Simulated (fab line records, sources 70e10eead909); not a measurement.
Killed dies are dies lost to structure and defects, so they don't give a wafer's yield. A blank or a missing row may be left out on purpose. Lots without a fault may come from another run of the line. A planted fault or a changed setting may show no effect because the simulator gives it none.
Which tool did it? | flow nand_harc | 12 lots, 36 wafers sampled, at 5 steps of a route of 1159

WHAT THE GAUGES READ, wafer by wafer
NHARC_A_CONTACT_CD_MEAS_08: target cd 100 nm. Usual: cd_nm 100.0 nm, standard deviation 0.76.
lot  | measured     | on        | cd_nm (nm)        | flag
L478 | day 16 18:35 | cd_sem-03 | 100.4 99.5 99.8   |
L477 | day 16 20:49 | cd_sem-02 | 99.8 99.1 100.1   |
L480 | day 17 05:49 | cd_sem-01 | 99.5 99.9 99.9    |
L481 | day 17 23:40 | cd_sem-02 | 99.0 99.7 100.4   |
L486 | day 19 00:05 | cd_sem-01 | 100.6 100.5 100.4 |
L485 | day 19 01:29 | cd_sem-02 | 99.4 100.0 100.2  |
L487 | day 19 10:37 | cd_sem-01 | 100.0 99.3 99.4   |
L488 | day 19 20:16 | cd_sem-02 | 99.7 99.6 100.4   |
L490 | day 19 22:33 | cd_sem-03 | 101.4 100.9 101.0 |
L492 | day 20 21:07 | cd_sem-01 | 99.8 99.1 99.3    |
L497 | day 22 04:17 | cd_sem-02 | 99.0 99.9 100.1   |
L500 | day 22 16:42 | cd_sem-01 | 101.2 100.4 100.6 |

NHARC_END_SORT_01. Usual: killed_at_array 31, standard deviation 11; killed_at_other 0.5, standard deviation 0.78; killed_at_periphery 3.0, standard deviation 2; killed_dies 34, standard deviation 12; killed_open 3.2, standard deviation 2; killed_short 1.9, standard deviation 1.6.
lot  | measured     | on        | killed_at_array | killed_at_other | killed_at_periphery | killed_dies | killed_open | killed_short | flag
L497 | day 24 22:20 | prober-02 | 24 31 206       | 0 0 0           | 3 3 2               | 27 34 208   | 3 3 2       | 1 3 2        | OFF
L500 | day 25 03:30 | prober-01 | 166 21 197      | 0 1 0           | 0 1 1               | 166 23 198  | 2 3 3       | 3 2 1        | OFF

WHICH TOOL RAN EACH LOT (tool, then ch and the chambers of the sampled wafers, then the start)
lot  | NHARC_A_CONTACT_STRIP_82                      | NHARC_A_CONTACT_ETCH_89            | NHARC_A_CONTACT_ETCH_31
L478 | rie_diel-01 ch 0,2,3, day 16 18:35 or earlier | rie_diel-03 ch 0,1,3, day 16 18:59 | rie_diel-03 ch 1,2,3, no start
L477 | rie_diel-03 ch 1,2,3, day 16 20:49 or earlier | rie_diel-03 ch 1,2, day 16 21:11   | rie_diel-03 ch 1,2,3, no start
L480 | rie_diel-03 ch 1,2,3, day 17 05:49 or earlier | rie_diel-03 ch 0,1,3, day 17 06:17 | rie_diel-03 ch 0,3, no start
L481 | rie_diel-04 ch 0,1,2, day 17 23:40 or earlier | rie_diel-04 ch 0,2,3, day 18 00:03 | rie_diel-04 ch 1,3, no start
L486 | rie_diel-01 ch 1,2, day 19 00:05 or earlier   | rie_diel-03 ch 0,1,3, day 19 00:26 | rie_diel-03 ch 0,2,3, no start
L485 | rie_diel-03 ch 1,2,3, day 19 01:29 or earlier | rie_diel-04 ch 0,2,3, day 19 01:55 | rie_diel-04 ch 0,1,2, no start
L487 | rie_diel-04 ch 0,2,3, day 19 10:37 or earlier | rie_diel-03 ch 1,3, day 19 11:01   | rie_diel-03 ch 1,3, no start
L488 | rie_diel-01 ch 0,1,2, day 19 20:16 or earlier | rie_diel-03 ch 2,3, day 19 20:40   | rie_diel-03 ch 0,3, no start
L490 | rie_diel-03 ch 1,2,3, day 19 22:33 or earlier | rie_diel-03 ch 0,1,2, day 19 22:58 | rie_diel-03 ch 1,2, no start
L492 | rie_diel-01 ch 0,1,3, day 20 21:07 or earlier | rie_diel-03 ch 2,3, day 20 21:31   | rie_diel-03 ch 0,1, no start
L497 | rie_diel-03 ch 0,2,3, day 22 04:17 or earlier | rie_diel-03 ch 0,2,3, day 22 04:44 | rie_diel-03 ch 1,2,3, day 24 22:20 or earlier
L500 | rie_diel-01 ch 0,2, day 22 16:42 or earlier   | rie_diel-03 ch 0,1, day 22 17:04   | rie_diel-03 ch 0,1,3, day 25 03:30 or earlier
- NHARC_A_CONTACT_STRIP_82: strips in O2.
- NHARC_A_CONTACT_ETCH_89: etches the open film in N2/H2, target depth 260 nm, time 475.3 s.
- NHARC_A_CONTACT_ETCH_31: etches the open film in O2/COS, target depth 2000 nm, time 520 s.

WHAT THE TOOLS THEMSELVES READ (means of the sampled wafers that have a number; where no wafer has one, the mark that the record gives instead)
NHARC_A_CONTACT_STRIP_82. Usual: drypump_motor_current_A 5.6 A, standard deviation 0.4; oes_product_au 0.996 a.u., standard deviation 0.015; rf_vpp_V 57.6 V, standard deviation 0.82; showerhead_plenum_p_Torr 3.50 Torr, standard deviation 0.14; throttle_valve_pct 17.035 %, standard deviation 0.0086.
lot  | tool        | drypump_motor_current_A (A) | oes_product_au (a.u.) | rf_vpp_V (V) | showerhead_plenum_p_Torr (Torr) | throttle_valve_pct (%) | flag
L478 | rie_diel-01 | 5.6                         | 1.004                 | 57.0         | 3.50                            | 17.026                 |
L477 | rie_diel-03 | 5.8                         | 0.974                 | 58.4         | 3.42                            | 17.033                 |
L480 | rie_diel-03 | 5.8                         | 0.993                 | 58.0         | 3.41                            | 17.038                 |
L481 | rie_diel-04 | 5.4                         | 1.011                 | 57.4         | 3.56                            | 17.037                 |
L486 | rie_diel-01 | 5.6                         | 0.998                 | 58.4         | 3.69                            | 17.034                 |
L485 | rie_diel-03 | 5.8                         | 0.988                 | 57.0         | 3.41                            | 17.032                 |
L487 | rie_diel-04 | 5.3                         | 1.000                 | 57.9         | 3.55                            | 17.029                 |
L488 | rie_diel-01 | 5.7                         | 1.009                 | 58.1         | 3.63                            | 17.035                 |
L490 | rie_diel-03 | 5.8                         | 0.983                 | 57.0         | 3.41                            | 17.029                 |
L492 | rie_diel-01 | 5.4                         | 0.994                 | 58.1         | 3.55                            | 17.034                 |
L497 | rie_diel-03 | 5.7                         | 0.996                 | 57.7         | 3.35                            | 17.028                 |
L500 | rie_diel-01 | 5.9                         | 0.989                 | 58.3         | 3.57                            | 17.035                 |

NHARC_A_CONTACT_ETCH_89. Usual: drypump_motor_current_A 5.6 A, standard deviation 0.4; oes_product_au 0.995 a.u., standard deviation 0.015; rf_vpp_V 429.6 V, standard deviation 2.5; showerhead_plenum_p_Torr 2.01 Torr, standard deviation 0.083; throttle_valve_pct 14.171 %, standard deviation 0.0097.
lot  | tool        | drypump_motor_current_A (A) | oes_product_au (a.u.) | rf_vpp_V (V) | showerhead_plenum_p_Torr (Torr) | throttle_valve_pct (%) | flag
L478 | rie_diel-03 | 5.4                         | 0.979                 | 429.5        | 2.00                            | 14.170                 |
L477 | rie_diel-03 | 5.7                         | 0.990                 | 429.8        | 2.02                            | 14.163                 |
L480 | rie_diel-03 | 5.4                         | 0.985                 | 429.8        | 2.00                            | 14.165                 |
L481 | rie_diel-04 | 5.3                         | 0.997                 | 431.5        | 2.06                            | 14.166                 |
L486 | rie_diel-03 | 5.4                         | 0.979                 | 429.6        | 2.00                            | 14.170                 |
L485 | rie_diel-04 | 5.3                         | 0.993                 | 430.5        | 2.05                            | 14.166                 |
L487 | rie_diel-03 | 5.7                         | 0.972                 | 427.9        | 1.98                            | 14.168                 |
L488 | rie_diel-03 | 5.9                         | 0.988                 | 426.3        | 1.91                            | 14.180                 |
L490 | rie_diel-03 | 5.6                         | 1.009                 | 428.3        | 1.98                            | 14.166                 |
L492 | rie_diel-03 | 6.1                         | 1.006                 | 426.2        | 1.89                            | 14.175                 |
L497 | rie_diel-03 | 5.7                         | 0.946                 | 427.4        | 1.93                            | 14.181                 | OFF
L500 | rie_diel-03 | 5.2                         | 0.895                 | 429.6        | 2.01                            | 14.178                 | OFF

NHARC_A_CONTACT_ETCH_31. Usual: drypump_motor_current_A 5.6 A, standard deviation 0.4; oes_product_au 0.997 a.u., standard deviation 0.015; rf_vpp_V 313.6 V, standard deviation 1.9; showerhead_plenum_p_Torr 3.08 Torr, standard deviation 0.12; throttle_valve_pct 28.331 %, standard deviation 0.0097.
lot  | tool        | drypump_motor_current_A (A) | oes_product_au (a.u.) | rf_vpp_V (V) | showerhead_plenum_p_Torr (Torr) | throttle_valve_pct (%) | flag
L478 | rie_diel-03 | 5.8                         | 0.986                 | 313.0        | 3.02                            | 28.332                 |
L477 | rie_diel-03 | 5.8                         | 0.988                 | 313.5        | 3.02                            | 28.322                 |
L480 | rie_diel-03 | 5.3                         | 0.988                 | 312.8        | 3.02                            | 28.329                 |
L481 | rie_diel-04 | 5.8                         | 1.009                 | 314.9        | 3.14                            | 28.333                 |
L486 | rie_diel-03 | 5.7                         | 0.985                 | 312.5        | 2.97                            | 28.331                 |
L485 | rie_diel-04 | 5.5                         | 1.006                 | 314.5        | 3.14                            | 28.341                 |
L487 | rie_diel-03 | 5.5                         | 0.984                 | 314.2        | 3.11                            | 28.335                 |
L488 | rie_diel-03 | 5.6                         | 0.981                 | 311.6        | 2.99                            | 28.333                 |
L490 | rie_diel-03 | 5.9                         | 1.012                 | 312.4        | 2.99                            | 28.330                 |
L492 | rie_diel-03 | 5.3                         | 0.990                 | 314.2        | 3.13                            | 28.334                 |
L497 | rie_diel-03 | 5.8                         | 0.999                 | 311.9        | 3.01                            | 28.329                 |
L500 | rie_diel-03 | 5.4                         | 0.996                 | 313.8        | 3.06                            | 28.332                 |

THE ANSWER, worked out from the rows above alone
Rule: a lot is off if the mean of its wafers that have a number lies more than 3 standard deviations from the usual mean. A lot without any number at a reading at which 4 lots or more have one is off too. The other lots that the step has rows for count as sound. The gauges are gone through in route order, then the tools' own readings, and for those a lot's mean is taken as printed above. The first step at which some lot is off is used, and at that step the reading that is off furthest; a lot without a number counts as furthest.
Off: L497, L500, at NHARC_END_SORT_01 (killed_at_array). Neither off nor sound, because the step has no rows for them: L478, L477, L480, L481, L486, L485, L487, L488, L490, L492.
A tool fits if, at a process step before that reading, it ran every lot that is off, and no sound lot after the first of them. The gauges at NHARC_END_SORT_01 aren't tried: what is off there is off at NHARC_A_CONTACT_ETCH_89 too, on other tools, and a gauge's error can't cause that. NHARC_A_CONTACT_STRIP_82 gives no start for some lots, so the hours and the order of its lots are those of NHARC_A_CONTACT_CD_MEAS_08. NHARC_A_CONTACT_ETCH_31 gives no start for some lots, so the hours and the order of its lots are those of NHARC_END_SORT_01. One fits: rie_diel-03 at NHARC_A_CONTACT_ETCH_89 and NHARC_A_CONTACT_ETCH_31. It ran no sound lot before its first lot that is off in this sample, so the start can't be narrowed down.

WHAT THE SIMULATOR HAD PUT IN
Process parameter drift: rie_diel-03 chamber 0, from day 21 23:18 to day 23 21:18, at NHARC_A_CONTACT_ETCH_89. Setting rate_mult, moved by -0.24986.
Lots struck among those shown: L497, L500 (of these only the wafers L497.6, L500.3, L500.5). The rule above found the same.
